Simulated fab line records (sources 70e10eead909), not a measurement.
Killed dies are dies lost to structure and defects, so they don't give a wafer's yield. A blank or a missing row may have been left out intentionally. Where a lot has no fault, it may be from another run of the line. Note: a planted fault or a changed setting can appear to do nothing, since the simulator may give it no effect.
Problem report, 8D (eight disciplines) form, completed by code :: flow nand harc :: the parts of the form that need people (team, actions taken, sign-off) are left out

== 1. THE PROBLEM ==
killed dies at NHARC_END_SORT_01 reads a mean of 657 on 3 wafers of 2 lots; wafers without a fault read 61 with a standard deviation of 16. Measured from the usual mean, that is +37 standard deviations.
Earliest sighting: wafer L368.1 on prober-02 at day 29 12:07. The record has a number at this step for 36 wafers belonging to 12 lots. Rule for "out", or "out of limits": more than 4 standard deviations from the usual mean. The other wafers with a number count as sound.

== 2. WHAT IT IS; WHAT IT IS NOT ==
question: which readings at this step
is: killed dies, killed at array
is not: killed at other, killed at periphery, killed open, killed short

question: which lots
is: L366, L368
is not: L355, L357, L358, L359, L362, L371, L374, L375, L377, L378

question: which wafers of those lots
is: L366.4, L368.1, L368.5
is not: L366.1, L366.5, L368.6

question: read on which gauges
is: prober-01, prober-02
is not: -

question: when
is: from day 29 12:07
is not: up to then (15 sound wafers); but 18 sound wafers of L366, L368, L371, L374, L375, L377, L378 came after

== 3. SUSPECTS, AND WHAT RULES EACH OUT ==
Counting: any tool at a process step up to the reading remains a suspect provided it ran every lot that is out. Sound lots after the first of them don't rule it out here, since some wafers of a struck lot are sound.
- the gauge at NHARC_END_SORT_01: ruled out. 2 gauges (prober-01, prober-02) read the wafers that are out.
- rie diel-10 at NHARC_A_SLIT_ETCH_24 (etches the open film in CF4/CHF3, target depth 121 nm, time 60.5 s): kept. Ran every lot that is out, first one L368 (day 24 15:04); last sound lot up to then L355 (day 19 13:59). On those wafers its own readings are out: oes product au.
- In rie diel-10 at NHARC_A_SLIT_ETCH_24, the wafers that are out were processed in chamber 0 and their sound lot-mates in chambers 1, 3.
Left after counting: rie diel-10 at NHARC_A_SLIT_ETCH_24.

== 4. THE CAUSE (what the simulator had put in) ==
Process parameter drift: rie diel-10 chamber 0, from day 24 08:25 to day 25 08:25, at NHARC_A_SLIT_ETCH_24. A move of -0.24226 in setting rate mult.
Only this tool survived the counting.

== 5. THE EFFECT CHAIN, in route order ==
Rows list readings where the struck wafers' mean (over those with a number) sits beyond 3 standard deviations from the usual. Only readings whose record carries a usual standard deviation are examined. hours: median over the lots of the time between each lot's start at the first step of this table that gives one and its start at this step. sigmas: the change, counted in usual standard deviations.
hours: 0
step: NHARC_A_SLIT_ETCH_24
reading: oes product au
usual: 0.961 a.u.
on struck wafers: 0.829
change: -0.132
sigmas: -6.6

hours: 117
step: NHARC_END_SORT_01
reading: killed at array
usual: 56
on struck wafers: 652
change: +596
sigmas: +35

hours: 117
step: NHARC_END_SORT_01
reading: killed dies
usual: 61
on struck wafers: 657
change: +596
sigmas: +37
The process steps in it:
- NHARC_A_SLIT_ETCH_24: etches the open film in CF4/CHF3, target depth 121 nm, time 60.5 s.

== 6. WHAT WOULD HAVE CAUGHT IT SOONER ==
The first out-of-limits reading at a measuring or inspecting step in this record came at day 29 12:07, 124 hours after the fault's start at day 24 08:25.
The tool's own readings at NHARC_A_SLIT_ETCH_24 were out on every struck wafer that the step has a row for (oes product au): an alarm limit on them would have fired on the first of those.
By day 29 12:07, every lot that is out (2) had started NHARC_A_SLIT_ETCH_24 on rie diel-10. Tool hold at that time: it would have spared none of them.
